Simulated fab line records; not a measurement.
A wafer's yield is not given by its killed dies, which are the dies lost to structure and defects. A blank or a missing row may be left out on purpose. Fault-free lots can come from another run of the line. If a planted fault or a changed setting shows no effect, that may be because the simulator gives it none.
Matching of chambers ; flow n5-finfet ; 4 sister chambers for N5_BEOL_M6_DESCUM_33 on rie-diel-05
The step chemistry O2, time 7 s. 24 wafers are shown with their chamber, then 12 later ones without.

EACH WAFER AND ITS CHAMBER
wafer;chamber;showerhead-plenum-p-Torr (Torr);throttle-valve-pct (%);oes-product-au (a.u.)
L074.2;1;2.16;20.46;0.73
L074.4;2;2.15;20.73;0.70
L074.5;1;2.16;20.46;0.73
L075.3;2;2.15;20.74;0.70
L075.5;0;2.15;20.75;0.75
L075.6;1;2.16;20.47;0.73
L078.3;2;2.15;20.77;0.70
L078.4;0;2.15;20.77;0.74
L078.6;1;2.15;20.47;0.73
L080.2;1;2.15;20.49;0.72
L080.4;0;2.15;20.79;0.74
L080.6;1;2.15;20.48;0.72
L081.1;2;2.15;20.77;0.69
L081.4;0;2.15;20.78;0.73
L081.6;1;2.15;20.49;0.72
L083.3;0;2.15;20.79;0.73
L083.4;2;2.15;20.75;0.68
L083.5;0;2.15;20.78;0.74
L087.1;1;2.15;20.51;0.71
L087.5;0;2.15;20.79;0.73
L087.6;3;2.24;20.34;0.93
L090.2;0;2.14;20.81;0.72
L090.3;3;2.24;20.34;0.92
L090.6;0;2.14;20.80;0.71

SIGNATURES (means of the wafers above)
reading;chamber 0;chamber 1;chamber 2;chamber 3;scatter within a chamber
showerhead-plenum-p-Torr;2.1478;2.1538;2.1500;2.2400;0.00414
throttle-valve-pct;20.7844;20.4787;20.7520;20.3400;0.017
oes-product-au;0.7322;0.7238;0.6940;0.9250;0.00978
Rule: a wafer lies at a distance from a chamber equal to the root of the sum of squares, over the readings, of (its reading less the chamber's mean, divided by the reading's scatter). If the next closest chamber is less than 2 further off than the closest, the wafer can't be placed; otherwise it belongs to the closest. How the scatter is found: for the shown wafers, subtract from each reading the mean of its chamber, square and add these, divide the total by (wafers less chambers), then take the root.

WAFERS MISSING THEIR CHAMBER
wafer;showerhead-plenum-p-Torr (Torr);throttle-valve-pct (%);oes-product-au (a.u.)
L091.2;2.14;20.51;0.71
L091.3;2.14;20.80;0.72
L091.6;2.14;20.51;0.71
L095.1;2.23;20.38;0.89
L095.3;2.14;20.83;0.71
L095.4;2.14;20.51;0.96
L096.1;2.23;20.34;0.90
L096.3;2.14;20.53;0.70
L096.4;2.14;20.52;0.96
L097.2;2.14;20.81;0.71
L097.4;2.14;20.83;0.71
L097.5;2.14;20.52;0.95

WHICH CHAMBER EACH WENT THROUGH
wafer;from the rows above;in truth
L091.2;1;1
L091.3;0;0
L091.6;1;1
L095.1;3;3
L095.3;can't be placed: 0 or 2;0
L095.4;can't be placed: 1 or 3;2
L096.1;3;3
L096.3;1;1
L096.4;1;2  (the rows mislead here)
L097.2;can't be placed: 0 or 2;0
L097.4;can't be placed: 0 or 2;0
L097.5;1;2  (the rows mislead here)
Correctly placed: 6 of 12. These rows do not allow placing 4 (true chamber among the candidates in 3). Number placed wrongly: 2.
